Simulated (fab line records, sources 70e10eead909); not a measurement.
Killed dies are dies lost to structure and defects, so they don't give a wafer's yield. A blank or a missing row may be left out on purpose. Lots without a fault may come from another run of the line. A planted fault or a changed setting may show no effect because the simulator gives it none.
fab line records | flow nand_harc
record lots=6 wafers=18 last_day=24
route steps=1159 shown A_ONON_D1@424 END@1159
lots that met no fault: from a run of the same line without faults
start_h: hours from the record's first day to the start of the lot's first wafer shown | wait_h: hours since the lot's step before | " the same as in the row above | L1.1+2: a row that stands for several wafers | - no value, or no start given | * or withheld: withheld | < > ~ a bound
route shown NAME@n: a module of which the file shows steps, and the number in the route of the first | usual: mean/standard deviation of fault-free wafers | same: alike in all rows | chamber/n: place in a boat | sites: the reading at each site | _std_site: their standard deviation | _edge_site: outer sites' mean less inner sites' | radius_mm: how far each site lies from the wafer's centre | mask NAME#n: copy n | behind: the tool/chamber that last shaped the wafer | hold: why the lot was held/for how many hours/how that ended | device: the transistor (n, p or np) that didn't switch | end of line: the same wafers' tests at the end of the route | a step without rows: its recipe alone | killed: dies lost to structure and defects at the first sort, not the wafer's yield | map: a wafer's dies, x killed, . not, _ none there
set.NAME: the setting as run; set.NAME@STEP: as run at that earlier step | model.NAME: the simulator's own value behind a step, which no gauge read
lots at some steps of the route; a table a step, a row a wafer
services: from which hour (start_h, from the record's first day; less than 0 if before it) a tool's chamber was out of use, for how many hours, and why
## steps
# step NHARC_A_ONON_D1_DEP_00
# recipe target_thk_a=10000 n2_flow_sccm=2750 n2o_flow_sccm=2000 nh3_flow_sccm=500 sih4_flow_sccm=210 temp_c=400
# step NHARC_A_ONON_D1_THK_MEAS_02
# recipe thk_meas_gauge=ellipsometry
# usual thk_nm=999/7.8
# columns lot.wafer tool chamber start_h wait_h thk_nm
L870.2 film_metro-01 - 174.93 - 1002
L870.3 " - " " 1002
L870.4 " - " " 1003
L871.3 film_metro-02 - 183.65 - 1011
L871.4 " - " " 1008
L871.5 " - " " 1010
L875.2 film_metro-01 - 203.86 - 1000
L875.4 " - " " 1002
L875.5 " - " " 1002
L882.1 film_metro-01 - 247.48 - 997
L882.2 " - " " 998
L882.5 " - " " 996
L881.1 film_metro-01 - 247.83 - 1000
L881.2 " - " " 998
L881.6 " - " " 999
L885.2 film_metro-01 - 274.30 - 991
L885.3 " - " " 989
L885.4 " - " " 991
# step NHARC_A_ONON_D1_DEP_03
# recipe target_thk_a=10000 n2_flow_sccm=2750 n2o_flow_sccm=2000 nh3_flow_sccm=500 sih4_flow_sccm=210 temp_c=400
# step NHARC_A_ONON_D1_THK_MEAS_05
# recipe thk_meas_gauge=ellipsometry
# usual thk_nm=999/8.4
# columns lot.wafer tool chamber start_h wait_h thk_nm
L870.2 film_metro-01 - 175.50 - 1018
L870.3 " - " " 1014
L870.4 " - " " 1014
L871.3 film_metro-01 - 184.21 - 997
L871.4 " - " " 996
L871.5 " - " " 998
L875.2 film_metro-02 - 204.42 - 1007
L875.4 " - " " 1008
L875.5 " - " " 1009
L882.1 film_metro-02 - 248.05 - 996
L882.2 " - " " 997
L882.5 " - " " 997
L881.1 film_metro-01 - 248.40 - 998
L881.2 " - " " 1000
L881.6 " - " " 1001
L885.2 film_metro-02 - 274.86 - 988
L885.3 " - " " 991
L885.4 " - " " 990
# step NHARC_A_ONON_D1_DEP_06
# recipe target_thk_a=10000 n2_flow_sccm=2750 n2o_flow_sccm=2000 nh3_flow_sccm=500 sih4_flow_sccm=210 temp_c=400
# step NHARC_A_ONON_D1_THK_MEAS_08
# recipe thk_meas_gauge=ellipsometry
# usual thk_nm=998/11
# columns lot.wafer tool chamber start_h wait_h thk_nm
L870.2 film_metro-01 - 176.07 - 1000
L870.3 " - " " 1000
L870.4 " - " " 999
L871.3 film_metro-02 - 184.79 - 1003
L871.4 " - " " 1004
L871.5 " - " " 1003
L875.2 film_metro-02 - 204.99 - 995
L875.4 " - " " 996
L875.5 " - " " 995
L882.1 film_metro-01 - 248.62 - 994
L882.2 " - " " 994
L882.5 " - " " 997
L881.1 film_metro-02 - 248.97 - 1035
L881.2 " - " " 1034
L881.6 " - " " 1035
L885.2 film_metro-01 - 275.45 - 993
L885.3 " - " " 995
L885.4 " - " " 993
# step NHARC_A_ONON_D1_DEP_09
# recipe target_thk_a=10000 n2_flow_sccm=2750 n2o_flow_sccm=2000 nh3_flow_sccm=500 sih4_flow_sccm=210 temp_c=400
# step NHARC_A_ONON_D1_THK_MEAS_11
# recipe thk_meas_gauge=ellipsometry
# usual thk_nm=1002/11
# columns lot.wafer tool chamber start_h wait_h thk_nm
L870.2 film_metro-02 - 176.65 - 992
L870.3 " - " " 993
L870.4 " - " " 991
L871.3 film_metro-02 - 185.35 - 1008
L871.4 " - " " 1007
L871.5 " - " " 1006
L875.2 film_metro-01 - 205.56 - 1001
L875.4 " - " " 1000
L875.5 " - " " 1003
L882.1 film_metro-01 - 249.19 - 1022
L882.2 " - " " 1020
L882.5 " - " " 1019
L881.1 film_metro-02 - 249.57 - 998
L881.2 " - " " 998
L881.6 " - " " 999
L885.2 film_metro-02 - 276.02 - 1008
L885.3 " - " " 1010
L885.4 " - " " 1009
# step NHARC_A_ONON_D1_DEP_12
# recipe target_thk_a=10000 n2_flow_sccm=2750 n2o_flow_sccm=2000 nh3_flow_sccm=500 sih4_flow_sccm=210 temp_c=400
# step NHARC_A_ONON_D1_THK_MEAS_14
# recipe thk_meas_gauge=ellipsometry
# usual thk_nm=999/11
# columns lot.wafer tool chamber start_h wait_h thk_nm
L870.2 film_metro-02 - 177.21 - 1006
L870.3 " - " " 1007
L870.4 " - " " 1007
L871.3 film_metro-01 - 185.92 - 1001
L871.4 " - " " 1000
L871.5 " - " " 1002
L875.2 film_metro-02 - 206.12 - 987
L875.4 " - " " 988
L875.5 " - " " 988
L882.1 film_metro-01 - 249.76 - 985
L882.2 " - " " 985
L882.5 " - " " 984
L881.1 film_metro-02 - 250.14 - 996
L881.2 " - " " 995
L881.6 " - " " 996
L885.2 film_metro-02 - 276.58 - 1001
L885.3 " - " " 1003
L885.4 " - " " 1002
# step NHARC_A_ONON_D1_ANNEAL_15
# recipe temp_c=750 time_s=3600
# step NHARC_A_ONON_D1_DEP_16
# recipe target_thk_a=10000 n2_flow_sccm=2750 n2o_flow_sccm=2000 nh3_flow_sccm=500 sih4_flow_sccm=210 temp_c=400
# usual n2_flow_sccm=2748/7.2
# columns lot.wafer tool chamber start_h wait_h n2_flow_sccm
L870.2 pecvd_onon-04 0 184.11 0.4 2741
L870.3 " 0 " " 2744
L870.4 " 0 " " 2741
L871.3 pecvd_onon-04 0 192.68 0.2 2760
L871.4 " 0 " " 2755
L871.5 " 0 " " 2743
L875.2 pecvd_onon-04 0 213.35 0.1 2748
L875.4 " 0 " " 2752
L875.5 " 0 " " 2747
L882.1 pecvd_onon-02 0 257.32 0.1 2748
L882.2 " 0 " " 2743
L882.5 " 0 " " 2736
L881.1 pecvd_onon-03 0 257.32 0.1 2756
L881.2 " 0 " " 2740
L881.6 " 0 " " 2747
L885.2 pecvd_onon-03 0 283.57 0.1 2736
L885.3 " 0 " " 2751
L885.4 " 0 " " 2750
# step NHARC_A_ONON_D1_THK_MEAS_18
# recipe thk_meas_gauge=ellipsometry
# usual thk_nm=1003/9.7
# columns lot.wafer tool chamber start_h wait_h thk_nm
L870.2 film_metro-02 - 184.56 - 987
L870.3 " - " " 988
L870.4 " - " " 987
L871.3 film_metro-01 - 193.08 - 1919
L871.4 " - " " 1918
L871.5 " - " " 1919
L875.2 film_metro-01 - 213.80 - 1916
L875.4 " - " " 1916
L875.5 " - " " 1915
L882.1 film_metro-02 - 257.82 - 1012
L882.2 " - " " 1012
L882.5 " - " " 1013
L881.1 film_metro-01 - 257.83 - 993
L881.2 " - " " 993
L881.6 " - " " 993
L885.2 film_metro-01 - 284.03 - 1007
L885.3 " - " " 1008
L885.4 " - " " 1007
# step NHARC_A_ONON_D1_DEP_19
# recipe target_thk_a=10000 n2_flow_sccm=2750 n2o_flow_sccm=2000 nh3_flow_sccm=500 sih4_flow_sccm=210 temp_c=400
# step NHARC_END_SORT_01
# recipe temp_c=25
# usual killed_at_array=31/12 killed_at_other=0.6/0.85 killed_at_periphery=3.0/2.3 killed_dies=35/12 killed_open=3.2/1.9 killed_short=1.8/1.4
# same gross_dies=677
# columns lot.wafer tool chamber start_h wait_h killed_at_array killed_at_other killed_at_periphery killed_dies killed_open killed_short
L871.3 prober-02 0 455.03 3.1 673 2 2 677 2 3
L871.4 prober-02 0 455.85 3.5 671 0 6 677 4 5
L871.5 prober-02 0 456.67 3.8 675 0 2 677 8 0
L875.2 prober-01 0 483.13 2.8 674 1 2 677 2 2
L875.4 prober-01 0 484.76 3.4 674 1 2 677 3 1
L875.5 prober-01 0 485.58 3.8 673 2 2 677 4 0
# killed by level:class
L871.3 A_ONON_D1:area_dep=635 A_CHANNEL_HOLE_D1:chamber_film_flake=17 A_SLIT:chamber_film_flake=10 A_STAIRCASE:chamber_film_flake=4 A_CONTACT:chamber_film_flake=3 STARTING-WAFER:geometric_particle:short=2 A_CHANNEL_FILL_D1:chamber_film_flake=2 P_CONTACT:geometric_particle:open=1
L871.4 A_ONON_D1:area_dep=634 A_SLIT:chamber_film_flake=16 A_CHANNEL_HOLE_D1:chamber_film_flake=11 A_STAIRCASE:chamber_film_flake=3 P_CONTACT:geometric_particle:open=2 A_SOURCE_PLATE:geometric_particle:short=2 P_ZERO_WELL:chamber_film_flake=2 A_CONTACT:chamber_film_flake=2
L871.5 A_ONON_D1:area_dep=641 A_CHANNEL_HOLE_D1:chamber_film_flake=12 A_SLIT:chamber_film_flake=10 A_CONTACT:chamber_film_flake=5 A_ONON_D1:geometric_particle:open=4 P_GATE:geometric_particle:open=2 A_M0:geometric_particle:open=1 A_M1:geometric_particle:open=1
L875.2 A_ONON_D1:area_dep=641 A_SLIT:chamber_film_flake=10 A_CHANNEL_HOLE_D1:chamber_film_flake=8 A_CONTACT:chamber_film_flake=8 A_ZERO_WELL:chamber_film_flake=2 A_STAIRCASE:chamber_film_flake=2 P_STI:geometric_particle:open=1 A_SGD_CUT:geometric_particle:short=1
L875.4 A_ONON_D1:area_dep=631 A_CHANNEL_HOLE_D1:chamber_film_flake=16 A_SLIT:chamber_film_flake=15 A_CONTACT:chamber_film_flake=6 P_M2:chamber_film_flake=2 A_STAIRCASE:chamber_film_flake=2 A_SOURCE_PLATE:geometric_particle:open=1 A_BLC:geometric_particle:open=1
L875.5 A_ONON_D1:area_dep=618 A_SLIT:chamber_film_flake=20 A_CHANNEL_HOLE_D1:chamber_film_flake=15 A_CONTACT:chamber_film_flake=9 A_STAIRCASE:chamber_film_flake=6 THIN_TSV:chamber_film_flake=2 P_GATE:geometric_particle:open=1 A_ONON_D1:geometric_particle:open=1
# map L871.3 (x killed, . not)
____________x____________
_________xxxxxxx_________
_______xxxxxxxxxxx_______
______xxxxxxxxxxxxx______
_____xxxxxxxxxxxxxxx_____
____xxxxxxxxxxxxxxxxx____
____xxxxxxxxxxxxxxxxx____
___xxxxxxxxxxxxxxxxxxx___
___xxxxxxxxxxxxxxxxxxx___
__xxxxxxxxxxxxxxxxxxxxx__
__xxxxxxxxxxxxxxxxxxxxx__
_xxxxxxxxxxxxxxxxxxxxxxx_
_xxxxxxxxxxxxxxxxxxxxxxx_
_xxxxxxxxxxxxxxxxxxxxxxx_
_xxxxxxxxxxxxxxxxxxxxxxx_
_xxxxxxxxxxxxxxxxxxxxxxx_
xxxxxxxxxxxxxxxxxxxxxxxxx
xxxxxxxxxxxxxxxxxxxxxxxxx
xxxxxxxxxxxxxxxxxxxxxxxxx
xxxxxxxxxxxxxxxxxxxxxxxxx
xxxxxxxxxxxxxxxxxxxxxxxxx
_xxxxxxxxxxxxxxxxxxxxxxx_
_xxxxxxxxxxxxxxxxxxxxxxx_
_xxxxxxxxxxxxxxxxxxxxxxx_
_xxxxxxxxxxxxxxxxxxxxxxx_
_xxxxxxxxxxxxxxxxxxxxxxx_
__xxxxxxxxxxxxxxxxxxxxx__
__xxxxxxxxxxxxxxxxxxxxx__
___xxxxxxxxxxxxxxxxxxx___
___xxxxxxxxxxxxxxxxxxx___
____xxxxxxxxxxxxxxxxx____
____xxxxxxxxxxxxxxxxx____
_____xxxxxxxxxxxxxxx_____
______xxxxxxxxxxxxx______
_______xxxxxxxxxxx_______
_________xxxxxxx_________
____________x____________
# map L875.2 (x killed, . not)
____________x____________
_________xxxxxxx_________
_______xxxxxxxxxxx_______
______xxxxxxxxxxxxx______
_____xxxxxxxxxxxxxxx_____
____xxxxxxxxxxxxxxxxx____
____xxxxxxxxxxxxxxxxx____
___xxxxxxxxxxxxxxxxxxx___
___xxxxxxxxxxxxxxxxxxx___
__xxxxxxxxxxxxxxxxxxxxx__
__xxxxxxxxxxxxxxxxxxxxx__
_xxxxxxxxxxxxxxxxxxxxxxx_
_xxxxxxxxxxxxxxxxxxxxxxx_
_xxxxxxxxxxxxxxxxxxxxxxx_
_xxxxxxxxxxxxxxxxxxxxxxx_
_xxxxxxxxxxxxxxxxxxxxxxx_
xxxxxxxxxxxxxxxxxxxxxxxxx
xxxxxxxxxxxxxxxxxxxxxxxxx
xxxxxxxxxxxxxxxxxxxxxxxxx
xxxxxxxxxxxxxxxxxxxxxxxxx
xxxxxxxxxxxxxxxxxxxxxxxxx
_xxxxxxxxxxxxxxxxxxxxxxx_
_xxxxxxxxxxxxxxxxxxxxxxx_
_xxxxxxxxxxxxxxxxxxxxxxx_
_xxxxxxxxxxxxxxxxxxxxxxx_
_xxxxxxxxxxxxxxxxxxxxxxx_
__xxxxxxxxxxxxxxxxxxxxx__
__xxxxxxxxxxxxxxxxxxxxx__
___xxxxxxxxxxxxxxxxxxx___
___xxxxxxxxxxxxxxxxxxx___
____xxxxxxxxxxxxxxxxx____
____xxxxxxxxxxxxxxxxx____
_____xxxxxxxxxxxxxxx_____
______xxxxxxxxxxxxx______
_______xxxxxxxxxxx_______
_________xxxxxxx_________
____________x____________
## services
# columns tool chamber start_h hours kind
pecvd_onon-04 - 237.00 13.0 pm
## key
first_sign step=NHARC_A_ONON_D1_THK_MEAS_18 reading=thk_nm direction=up sigmas=94 usual=1003 struck=1917
effect step=NHARC_END_SORT_01 reading=killed_dies direction=up sigmas=56 usual=35 struck=677
more_kills_born_at NHARC_A_ONON_D1_DEP_16@pecvd_onon-04=3800
met_at NHARC_A_ONON_D1_DEP_16
struck_wafers L871.3,L871.4,L871.5,L875.2,L875.4,L875.5
later_rows_left_out L871.3,L871.4,L871.5,L875.2,L875.4,L875.5
tester_left_out L871,L875
onset_between 184.11 192.68
fault kind=process_parameter_drift tool=pecvd_onon-04 chamber=0 onset_h=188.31 steps=NHARC_A_ONON_D1_DEP_16 channel=target_thk_a offset=* shape=step end_h=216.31 acts_in=* stated=*
# tester_left_out: of these lots the tester's yield and bins aren't shown, on N5 and GAA mostly nor the transistor test; their killed dies are dies lost to structure and defects alone, not to doping, threshold or leakage, so they don't give the yield
# later_rows_left_out: the simulator's readings of these wafers behind a module that went badly wrong aren't trusted and aren't shown, but for the sort
